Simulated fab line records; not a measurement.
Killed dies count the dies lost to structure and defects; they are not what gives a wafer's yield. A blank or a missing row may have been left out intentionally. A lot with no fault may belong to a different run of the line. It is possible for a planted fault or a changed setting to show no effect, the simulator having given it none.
The tool behind it: which one? / flow n5Finfet / Sampling: 10 lots, 30 wafers, 6 of 1938 route steps

## WHAT THE GAUGES SHOWED, per wafer
N5_STI_FIN_REVEAL_THK_MEAS_05.
lot=L075; measured=day 2 15:28; on=filmMetro-02; thkNm (nm)=131.0 130.8 133.1
lot=L077; measured=day 3 02:46; on=filmMetro-02; thkNm (nm)=130.6 131.8 130.9
lot=L079; measured=day 3 14:52; on=filmMetro-01; thkNm (nm)=132.1 132.4 132.5
lot=L081; measured=day 4 04:50; on=filmMetro-01; thkNm (nm)=130.8 130.0 131.3
lot=L084; measured=day 4 21:36; on=filmMetro-02; thkNm (nm)=130.7 130.0 130.8
lot=L088; measured=day 5 21:34; on=filmMetro-01; thkNm (nm)=131.4 132.1 133.3
lot=L090; measured=day 6 10:04; on=filmMetro-01; thkNm (nm)=131.8 132.6 131.5
lot=L092; measured=day 6 22:19; on=filmMetro-01; thkNm (nm)=132.0 131.9 131.9
lot=L094; measured=day 7 09:39; on=filmMetro-02; thkNm (nm)=131.1 131.8 132.3
lot=L096; measured=day 7 21:20; on=filmMetro-02; thkNm (nm)=131.5 131.9 131.6

## WHAT TOOL EACH LOT RAN ON (gives the tool, then ch and the chambers of the sampled wafers, and finally the start)
lot=L075; N5_FIN_CUT_ETCH_30=rieDiel-01 ch 0,2,3, day 2 09:10; N5_FIN_CUT_ETCH_21=rieDiel-01 ch 0,2,3, day 2 09:13; N5_FIN_CUT_CUT_ETCH_15=rieSi-04 ch 1,2,3, day 2 09:45; N5_FIN_CUT_CUT_ETCH_28=rieSi-04 ch 1,2,3, day 2 09:49; N5_FIN_CUT_STRIP_22=rieDiel-05 ch 0,2,3, day 2 09:53
lot=L077; N5_FIN_CUT_ETCH_30=rieDiel-01 ch 0,1, day 2 20:28; N5_FIN_CUT_ETCH_21=rieDiel-01 ch 0,1, day 2 20:31; N5_FIN_CUT_CUT_ETCH_15=rieSi-04 ch 1,3, day 2 21:04; N5_FIN_CUT_CUT_ETCH_28=rieSi-04 ch 1,3, day 2 21:07; N5_FIN_CUT_STRIP_22=rieDiel-01 ch 0,3, day 2 21:11
lot=L079; N5_FIN_CUT_ETCH_30=rieDiel-05 ch 0,2,3, day 3 08:34; N5_FIN_CUT_ETCH_21=rieDiel-05 ch 0,2,3, day 3 08:37; N5_FIN_CUT_CUT_ETCH_15=rieSi-04 ch 0,2,3, day 3 09:10; N5_FIN_CUT_CUT_ETCH_28=rieSi-04 ch 0,2,3, day 3 09:13; N5_FIN_CUT_STRIP_22=rieDiel-05 ch 2,3, day 3 09:17
lot=L081; N5_FIN_CUT_ETCH_30=rieDiel-05 ch 0,1,2, day 3 21:56; N5_FIN_CUT_ETCH_21=rieDiel-05 ch 0,1,2, day 3 21:59; N5_FIN_CUT_CUT_ETCH_15=rieSi-04 ch 0,1,2, day 3 22:32; N5_FIN_CUT_CUT_ETCH_28=rieSi-04 ch 0,1,2, day 3 22:36; N5_FIN_CUT_STRIP_22=rieDiel-02 ch 1,2,3, day 3 22:40
lot=L084; N5_FIN_CUT_ETCH_30=rieDiel-01 ch 0,1,2, day 4 15:19; N5_FIN_CUT_ETCH_21=rieDiel-01 ch 0,1,2, day 4 15:22; N5_FIN_CUT_CUT_ETCH_15=rieSi-03 ch 0,1, day 4 15:54; N5_FIN_CUT_CUT_ETCH_28=rieSi-03 ch 0,1, day 4 15:58; N5_FIN_CUT_STRIP_22=rieDiel-05 ch 0,2,3, day 4 16:02
lot=L088; N5_FIN_CUT_ETCH_30=rieDiel-01 ch 0,3, day 5 15:15; N5_FIN_CUT_ETCH_21=rieDiel-01 ch 0,3, day 5 15:19; N5_FIN_CUT_CUT_ETCH_15=rieSi-03 ch 0,1, day 5 15:51; N5_FIN_CUT_CUT_ETCH_28=rieSi-03 ch 0,1, day 5 15:55; N5_FIN_CUT_STRIP_22=rieDiel-02 ch 1,2, day 5 15:58
lot=L090; N5_FIN_CUT_ETCH_30=rieDiel-01 ch 0,2, day 6 03:04; N5_FIN_CUT_ETCH_21=rieDiel-01 ch 0,2, day 6 03:08; N5_FIN_CUT_CUT_ETCH_15=rieSi-03 ch 0,3, day 6 03:40; N5_FIN_CUT_CUT_ETCH_28=rieSi-03 ch 0,3, day 6 03:43; N5_FIN_CUT_STRIP_22=rieDiel-02 ch 1,2, day 6 03:52
lot=L092; N5_FIN_CUT_ETCH_30=rieDiel-01 ch 0,1,2, day 6 16:01; N5_FIN_CUT_ETCH_21=rieDiel-01 ch 0,1,2, day 6 16:04; N5_FIN_CUT_CUT_ETCH_15=rieSi-01 ch 1,2,3, day 6 16:36; N5_FIN_CUT_CUT_ETCH_28=rieSi-01 ch 1,2,3, day 6 16:40; N5_FIN_CUT_STRIP_22=rieDiel-05 ch 0,1,3, day 6 16:43
lot=L094; N5_FIN_CUT_ETCH_30=rieDiel-05 ch 1,2, day 7 03:19; N5_FIN_CUT_ETCH_21=rieDiel-05 ch 1,2, day 7 03:22; N5_FIN_CUT_CUT_ETCH_15=rieSi-01 ch 0,3, day 7 03:55; N5_FIN_CUT_CUT_ETCH_28=rieSi-01 ch 0,3, day 7 03:58; N5_FIN_CUT_STRIP_22=rieDiel-02 ch 0,1,3, day 7 04:02
lot=L096; N5_FIN_CUT_ETCH_30=rieDiel-02 ch 0,1, day 7 15:03; N5_FIN_CUT_ETCH_21=rieDiel-02 ch 0,1, day 7 15:06; N5_FIN_CUT_CUT_ETCH_15=rieSi-03 ch 1,2,3, day 7 15:38; N5_FIN_CUT_CUT_ETCH_28=rieSi-03 ch 1,2,3, day 7 15:42; N5_FIN_CUT_STRIP_22=rieDiel-01 ch 0,1,3, day 7 15:46
- N5_FIN_CUT_ETCH_30: etches underlayer in N2/H2, target depth 13 nm, time 10.4 s.
- N5_FIN_CUT_ETCH_21: etches SOC in N2/H2, target depth 219 nm, overetch 43.8 nm, time 523.5 s.
- N5_FIN_CUT_CUT_ETCH_15: etches Si in HBr/Cl2/O2, target depth 100 nm, bt time 10 s, time 42.4 s.
- N5_FIN_CUT_CUT_ETCH_28: etches Si in HBr/Cl2/O2, target depth 6 nm, time 2.4 s.
- N5_FIN_CUT_STRIP_22: strips in N2/H2.

## THE ANSWER, worked out from the rows above alone
Rule: what is usual is taken from the lots themselves. The widest of any qualifying gaps counts: lots, ordered by their means at a reading, are off when they make up no more than a third of the lots, leave a main group of 4 or more, and stand apart from it by 3 or more times the standard deviation of that group's means. A main group is skipped when, at the precision printed for the reading in the tables above, its means are all equal. Also off: a lot with no number at a reading for which 4 or more lots have one. Where the step has rows for the other lots, those lots are counted as sound.
Across all readings shown, no lot is off: no conclusion can be drawn from this.

## WHAT THE SIMULATOR HAD PUT IN
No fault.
